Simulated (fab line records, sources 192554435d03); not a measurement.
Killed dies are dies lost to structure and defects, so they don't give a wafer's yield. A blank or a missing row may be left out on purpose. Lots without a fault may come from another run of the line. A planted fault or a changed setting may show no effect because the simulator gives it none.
Chamber matching | flow n5_finfet | N5_BEOL_M3_VIA_ETCH_34 on rie_diel-03: 4 sister chambers
The step etches the open film in C4F6/O2, target depth 69.4 nm, time 65.9 s. 18 wafers are shown with their chamber, then 9 later ones without.

WAFERS WITH THEIR CHAMBER
wafer  | chamber | throttle_valve_pct (%) | showerhead_plenum_p_Torr (Torr) | rf_vpp_V (V)
L074.3 | 1       | 30.77                  | 2.92                            | 643
L074.4 | 3       | 30.97                  | 3.00                            | 650
L074.5 | 3       | 30.97                  | 3.00                            | 650
L079.2 | 3       | 30.98                  | 3.00                            | 649
L079.3 | 1       | 30.78                  | 2.92                            | 644
L079.4 | 2       | 30.56                  | 2.87                            | 656
L080.2 | 3       | 30.97                  | 3.00                            | 650
L080.4 | 2       | 30.55                  | 2.87                            | 656
L080.5 | 1       | 30.79                  | 2.92                            | 642
L082.1 | 1       | 30.78                  | 2.92                            | 642
L082.2 | 0       | 31.30                  | 2.83                            | 663
L082.6 | 3       | 30.99                  | 3.00                            | 650
L087.1 | 3       | 31.01                  | 2.99                            | 648
L087.2 | 2       | 30.57                  | 2.86                            | 656
L087.3 | 1       | 30.79                  | 2.91                            | 642
L089.4 | 3       | 31.01                  | 2.99                            | 652
L089.5 | 1       | 30.82                  | 2.91                            | 642
L089.6 | 2       | 30.59                  | 2.86                            | 657

SIGNATURES (means of the wafers above)
reading                  | chamber 0 | chamber 1 | chamber 2 | chamber 3 | scatter within a chamber
throttle_valve_pct       | 31.3000   | 30.7883   | 30.5675   | 30.9857   | 0.0176
showerhead_plenum_p_Torr | 2.8300    | 2.9167    | 2.8650    | 2.9971    | 0.00518
rf_vpp_V                 | 663.00    | 642.50    | 656.25    | 649.86    | 0.968
Rule: a wafer's distance from a chamber is the root of the sum, over the readings, of the square of ((its reading less the chamber's mean) divided by the reading's scatter). The wafer belongs to the nearest chamber; if the next one is less than 2 further off, it can't be placed. The scatter: the root of (the sum of the squares of (reading less its chamber's mean) over the shown wafers, divided by (wafers less chambers)).

WAFERS WITHOUT THEIR CHAMBER
wafer  | throttle_valve_pct (%) | showerhead_plenum_p_Torr (Torr) | rf_vpp_V (V)
L090.1 | 31.34                  | 2.83                            | 665
L090.2 | 30.80                  | 2.91                            | 642
L090.3 | 30.99                  | 2.99                            | 650
L094.2 | 31.34                  | 2.82                            | 666
L094.3 | 31.02                  | 2.99                            | 650
L094.6 | 30.83                  | 2.91                            | 641
L097.2 | 30.58                  | 2.85                            | 655
L097.3 | 31.35                  | 2.82                            | 663
L097.5 | 31.02                  | 2.99                            | 648

WHICH CHAMBER EACH WENT THROUGH
wafer  | from the rows above | in truth
L090.1 | 0                   | 0
L090.2 | 1                   | 1
L090.3 | 3                   | 3
L094.2 | 0                   | 0
L094.3 | 3                   | 3
L094.6 | 1                   | 1
L097.2 | 2                   | 2
L097.3 | 0                   | 0
L097.5 | 3                   | 3
Placed correctly: 9 of 9. Can't be placed from these rows: 0. Placed wrongly: 0.
